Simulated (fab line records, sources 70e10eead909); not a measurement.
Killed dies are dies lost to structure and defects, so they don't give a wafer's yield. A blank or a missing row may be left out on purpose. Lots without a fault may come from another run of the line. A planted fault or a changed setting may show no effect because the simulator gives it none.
A struck lot beside a sound one | flow nand_harc | 15 steps out of a route of 1302
Sound: wafers L554.3, L554.4, L554.5. Struck: wafers L569.1, L569.3, L569.6. The cause comes at the end.
At each step with rows: each side's tool, then ch and its chambers, then its first start. Under that, the readings that differ: sound wafers | struck wafers | difference of the means | sigmas: that difference in standard deviations of wafers without a fault.
alike: readings whose means differ by less than 2 such deviations, and words and numbers that are the same on both sides. not compared: withheld readings, readings that some wafer has no value for, bounds like >300 that may hide the same value, and numbers for which the record gives no deviation and whose values overlap.
The two part at a step that has a row with sigmas, a row that says differs or no value, or rows on one side only. Numbers that don't overlap but have no deviation are shown without sigmas and don't part them. A reading that every wafer of one side lacks parts them only if that side has two wafers or more.

first, 4 steps without rows for these wafers: NHARC_THIN_TSV_EBR_29; NHARC_THIN_TSV_EXPOSE_30 (exposes mask PAD); NHARC_THIN_TSV_PEB_31 (peb time 85 s); NHARC_THIN_TSV_DEVELOP_32 (time 70 s).
NHARC_THIN_TSV_CD_MEAS_33: target cd 5000 nm.
  sound on cd_sem-02 ch 0, day 24 02:44; struck on cd_sem-03 ch 0, day 30 19:24
  alike: cd_nm
then, 1 step without rows for these wafers: NHARC_THIN_TSV_HARDBAKE_34 (time 80 s).
NHARC_THIN_TSV_DESCUM_35: chemistry O2, time 3 s.
  sound on rie_diel-11 ch 1,2,3, day 24 02:54; struck on rie_diel-03 ch 0,3, day 30 19:34
  reading                     | sound          | struck         | difference | sigmas
  drypump_motor_current_A (A) | 6.2 5.9 6.4    | 5.3 5.3 5.3    | -0.9       | -2
  rf_vpp_V (V)                | 57.5 57.5 57.0 | 59.6 58.5 59.3 | +1.8       | +2
  alike: oes_product_au, showerhead_plenum_p_Torr, throttle_valve_pct
  not compared: rf_hours_counter_h
NHARC_THIN_TSV_ETCH_59: etches the open film in Cl2/BCl3, target depth 880 nm, time 138.1 s.
  sound on rie_metal-01 ch 0,1, day 24 03:05; struck on rie_metal-01 ch 0, day 30 19:41
  alike: drypump_motor_current_A, oes_product_au, throttle_valve_pct
  not compared: rf_hours_counter_h
NHARC_THIN_TSV_ETCH_36: etches the open film in Cl2/BCl3, target depth 65 nm, time 18.571 s.
  sound on rie_metal-01 ch 0,1, day 24 03:17; struck on rie_metal-01 ch 0, day 30 20:10
  alike: drypump_motor_current_A, oes_product_au
  not compared: rf_hours_counter_h
NHARC_THIN_TSV_STRIP_56: strips in O2.
  sound on plasma_asher-01 ch 0,1, day 24 03:28; struck on plasma_asher-02 ch 0,1, day 30 20:21
  alike: drypump_motor_current_A, heater_power_w, rf_refl_power_W
  not compared: rf_hours_counter_h
then, 1 step without rows for these wafers: NHARC_THIN_TSV_STRIP_57 (strips in post etch residue remover, time 1200 s).
NHARC_THIN_TSV_CD_MEAS_37:
  sound on cd_sem-01, day 24 04:15; struck on cd_sem-01, day 30 21:05
  alike: cd_nm
NHARC_THIN_TSV_ANNEAL_58: time 1800 s.
  sound on furnace-05 ch 0, day 24 07:27; struck on furnace-05, day 31 00:18
  no value came back on the struck wafers for run_length_s (s), spike_tc_bottom_C (C), time_s (s), zone_power_lower_pct (%); on the sound wafers run_length_s (s) reads 1821 1821 1821
NHARC_THIN_TSV_INSPECT_40:
  sound on defect_inspect-01, day 24 08:55; struck on defect_inspect-02, day 31 01:44
  reading          | sound       | struck      | difference | sigmas
  raw_defect_count | 521 457 431 | 614 746 694 | +215       | +2
then, 1 step without rows for these wafers: NHARC_END_SORT_01.

WHERE THEY PART
First at NHARC_THIN_TSV_DESCUM_35; last, within this record, at NHARC_THIN_TSV_INSPECT_40.

WHY: what the simulator had put in
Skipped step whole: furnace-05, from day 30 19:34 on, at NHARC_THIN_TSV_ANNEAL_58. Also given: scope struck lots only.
